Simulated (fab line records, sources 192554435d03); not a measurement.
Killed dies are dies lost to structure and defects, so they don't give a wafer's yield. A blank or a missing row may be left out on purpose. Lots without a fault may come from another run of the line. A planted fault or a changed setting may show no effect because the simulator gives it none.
Split-lot experiment | flow n5_finfet | 7 lots, 21 wafers read, on a route of 1938 steps

THE SPLIT
At N5_BEOL_M7_PECVD_70 (deposits SiO2 from TEOS/O2, target thk 20 nm, time 22.7 s), the setting temp_c was moved away from the recipe's 400 C on 6 of the 21 wafers read, by -3.9% to +3.8%. The other wafers ran this setting at the recipe's value.

The reading is taken at the split's own step.

THE READING
SiO2_of_BEOL_M7_PECVD_70.thk_nm (the simulator's own value, which no gauge read), in nm, at N5_BEOL_M7_PECVD_70 (deposits SiO2 from TEOS/O2, target thk 20 nm, time 22.7 s). The file gives no usual value for it. The 15 wafers here that ran the recipe average 20.0 nm, standard deviation 0.3 nm.

wafer  | tool, chamber at the split | temp_c as run, C | against the recipe | SiO2_of_BEOL_M7_PECVD_70.thk_nm, nm | against lot-mates on the recipe
L076.2 | pecvd-01, 1                | 400              | recipe             | 19.6                                | -
L076.4 | pecvd-01, 0,1              | 400              | recipe             | 20.2                                | -
L076.6 | pecvd-01, 0,1              | 400              | recipe             | 20.2                                | -
L078.1 | pecvd-01, 0                | 390.6            | -2.3%              | 20.6                                | +1.1
L078.3 | pecvd-01, 1                | 400              | recipe             | 19.4                                | -
L078.6 | pecvd-01, 2                | 400              | recipe             | 19.6                                | -
L079.2 | pecvd-01, 0                | 408.6            | +2.2%              | 18.4                                | -1.5
L079.5 | pecvd-01, 1                | 400              | recipe             | 19.8                                | -
L079.6 | pecvd-01, 0                | 400              | recipe             | 20                                  | -
L083.3 | pecvd-03, 0                | 400              | recipe             | 19.8                                | -
L083.5 | pecvd-03, 0                | 400              | recipe             | 20                                  | -
L083.6 | pecvd-03, 2                | 400              | recipe             | 20.2                                | -
L086.1 | pecvd-02, 1                | 415.4            | +3.8%              | 17.8                                | -2.4
L086.5 | pecvd-02, 0                | 415.4            | +3.8%              | 18                                  | -2.2
L086.6 | pecvd-02, 2                | 400              | recipe             | 20.2                                | -
L094.2 | pecvd-02, 2                | 384.5            | -3.9%              | 22.2                                | +1.6
L094.3 | pecvd-02, 2                | 400              | recipe             | 20.6                                | -
L094.6 | pecvd-02, 1                | 384.5            | -3.9%              | 22.6                                | +2.0
L096.2 | pecvd-01, 1,2              | 400              | recipe             | 20                                  | -
L096.6 | pecvd-01, 1,2              | 400              | recipe             | 20                                  | -
L096.5 | pecvd-01, 0                | 400              | recipe             | 20.2                                | -
Where a row lists several chambers, the file gives one row for several wafers and doesn't say which wafer went through which chamber.

THE FIT
A straight line over all 21 wafers: SiO2_of_BEOL_M7_PECVD_70.thk_nm changes by -0.568 nm for each +1% of temp_c; r = -0.95; the points scatter about the line by 0.34 nm.
The same after taking each lot's own level away (the mean of its wafers on the recipe; 21 wafers): -0.537 nm for each +1%; r = -0.98; scatter 0.2 nm.
On that fit, the largest move of temp_c shifts the reading by 2.1 nm.
The lots' own levels span 19.50 to 20.60 nm, that is 3.7 times the standard deviation above.
So the lot-to-lot level changes the slope little: the two slopes agree.
Check: with one of the wafers moved furthest among these (-3.9%) left out of the fit, the line predicts +2.15 nm for it against its lot-mates. It came out at +1.6 nm against them.

OTHER SPLITS ON THESE WAFERS
These wafers also went through other splits before the reading. Each is held against what the fit with the lots' levels taken away leaves over:
other split on the same wafers    | wafers away from the commonest value | r with SiO2_of_BEOL_M7_PECVD_70.thk_nm (lot level and that fit taken away)
N5_BEOL_M3_ETCH_41 target_depth_a | 5                                    | +0.35
N5_BEOL_M5_ETCH_72 bias_w         | 7                                    | -0.01
N5_BEOL_M5_COAT_22 spin_rpm       | 8                                    | -0.27
N5_BEOL_M6_COAT_60 spin_rpm       | 6                                    | -0.38
N5_BEOL_M6_ETCH_62 time_s         | 5                                    | -0.25

THE FILE'S OWN FIT
SiO2_of_BEOL_M7_PECVD_70.thk_nm changes by -0.541 nm for each +1% of temp_c, r = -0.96.
